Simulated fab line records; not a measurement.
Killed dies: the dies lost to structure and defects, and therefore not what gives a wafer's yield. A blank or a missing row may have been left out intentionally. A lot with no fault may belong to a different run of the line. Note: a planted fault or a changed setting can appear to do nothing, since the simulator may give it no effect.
A lot that was struck, set against a sound lot || flow n5Finfet || 18 steps out of a route of 1938
Sound: these wafers, L581.1, L581.4, L581.5. Struck: wafer L586.3 (left out: L586.5, L586.6 of the same lot, which were not struck); the cause appears at the end.
Each step with rows lists, per side, the tool, then ch with its chambers, then its first start. Under that, the readings that differ: sound wafers || struck wafers || difference of the means || sigmas: that difference in standard deviations of wafers without a fault.
alike: readings whose means differ by less than 2 such deviations, and words and numbers that are the same on both sides. not compared: withheld readings, readings that some wafer has no value for, bounds like >300 that may hide the same value, and numbers for which the record gives no deviation and whose values overlap.
The two part at a step that has a row with sigmas, a row that says differs or no value, or rows on one side only. Numbers that don't overlap but have no deviation are shown without sigmas and don't part them. Lack of a reading on every wafer of one side parts them only where that side has two or more wafers.

N5_BEOL_M3_ANNEAL_82: time 240 s.
  struck on pvdSputter-02, day 8 10:56; sound on pvdSputter-03, day 7 08:32
  alike: heaterPowerW, susceptorTempC
N5_BEOL_M3_SPUTTER_86: material Cu, target thk 4.5 nm, time 8.29 s.
  struck on pvdSputter-02, day 8 11:04; sound on pvdSputter-03, day 7 08:41
  alike: susceptorTempC, throttleValvePct
N5_BEOL_M3_ANNEAL_87: time 240 s.
  struck on pvdSputter-02, day 8 11:09; sound on pvdSputter-03, day 7 08:46
  alike: heaterPowerW, susceptorTempC
N5_BEOL_M3_SPUTTER_88: material Cu, target thk 4.5 nm, time 8.29 s.
  struck on pvdSputter-02, day 8 11:17; sound on pvdSputter-03, day 7 08:54
  alike: susceptorTempC, throttleValvePct
then, 1 step without rows for these wafers: N5_BEOL_M3_ANNEAL_89 (time 240 s).
N5_BEOL_M3_SPUTTER_90: material Cu, target thk 4.5 nm, time 8.29 s.
  struck on pvdSputter-02, day 8 11:31; sound on pvdSputter-03, day 7 09:07
{"reading": "susceptorTempC (C)", "sound": "-19.91 -19.82 -19.69", "struck": -20.06, "difference": -0.25, "sigmas": -3}
  alike: throttleValvePct
then, 6 steps without rows for these wafers: N5_BEOL_M3_ANNEAL_91 (time 240 s); N5_BEOL_M3_SPUTTER_92 (material Cu, target thk 4.5 nm, time 8.29 s); N5_BEOL_M3_ANNEAL_93 (time 240 s); N5_BEOL_M3_SPUTTER_94 (material Cu, target thk 4.5 nm, time 8.29 s); N5_BEOL_M3_ANNEAL_95 (time 240 s); N5_BEOL_M3_SPUTTER_96 (material Cu, target thk 4.5 nm, time 8.29 s).
N5_BEOL_M3_ECD_50: material Cu, target thk 300 nm.
  sound on ecdCu-01 ch 1, day 7 09:55; struck on ecdCu-02 ch 1, day 8 12:18
{"reading": "model.Cu_of_BEOL_M3_ECD_50.thkNm (nm)", "sound": "295.6 298 297.2", "struck": 535.2, "difference": "+238.3", "sigmas": ""}
then, 1 step without rows for these wafers: N5_BEOL_M3_ANNEAL_51 (time 90 s).
N5_BEOL_M3_CMP_52: polishes, stops on SiOC, t overpolish 6.8 s, target thk 40 nm.
  sound on cmp-03 ch 1,3, day 7 10:17; struck on cmp-03 ch 0, day 8 12:44
{"reading": "timeToEndpointS (s)", "sound": "61.8 58.8 59.3", "struck": 113.0, "difference": "+53.0", "sigmas": "+20"}
  alike: motorCurrentA
N5_BEOL_M3_THK_MEAS_53: measures by xrf.
  struck on filmMetro-02, day 8 12:57; sound on filmMetro-02, day 7 10:35
  alike: M3_THK
N5_BEOL_M4_RC_MEAS_101:
  sound on prober-01 ch 0, day 7 21:22; struck on prober-01 ch 0, day 8 22:46
  alike: DIBL_N, DIBL_P, IOFF_N, IOFF_P, ION_N, ION_P, SS_N, SS_P, VT_N, VT_P
-- the record jumps here: 4 days lie between the struck wafers' starts before and after (it left off in module BEOL_M4 and takes up again in module PASSIVATION, whose first step shown is number 1936 of the route) --
N5_PASSIVATION_PROBE_49:
  struck on prober-01, day 13 09:08; sound on prober-01, day 12 06:33
{"reading": "killed_at_M4_up", "sound": "38 19 28", "struck": 9, "difference": -19, "sigmas": -3}
  alike: defectLimitedYield, killed_at_M0_to_M3, killedAtContacts, killedAtFrontEnd, killedAtOther, killedDies, killedOnRim, killedOpen, killedShort, sort_bin_5_function, sort_bin_6_memory, sort_bin_8_speed, sortNPass, sortYieldPct

## WHERE THEY PART
First at N5_BEOL_M3_SPUTTER_90; last, within this record, at N5_PASSIVATION_PROBE_49.

WHY: what had been put in by the simulator
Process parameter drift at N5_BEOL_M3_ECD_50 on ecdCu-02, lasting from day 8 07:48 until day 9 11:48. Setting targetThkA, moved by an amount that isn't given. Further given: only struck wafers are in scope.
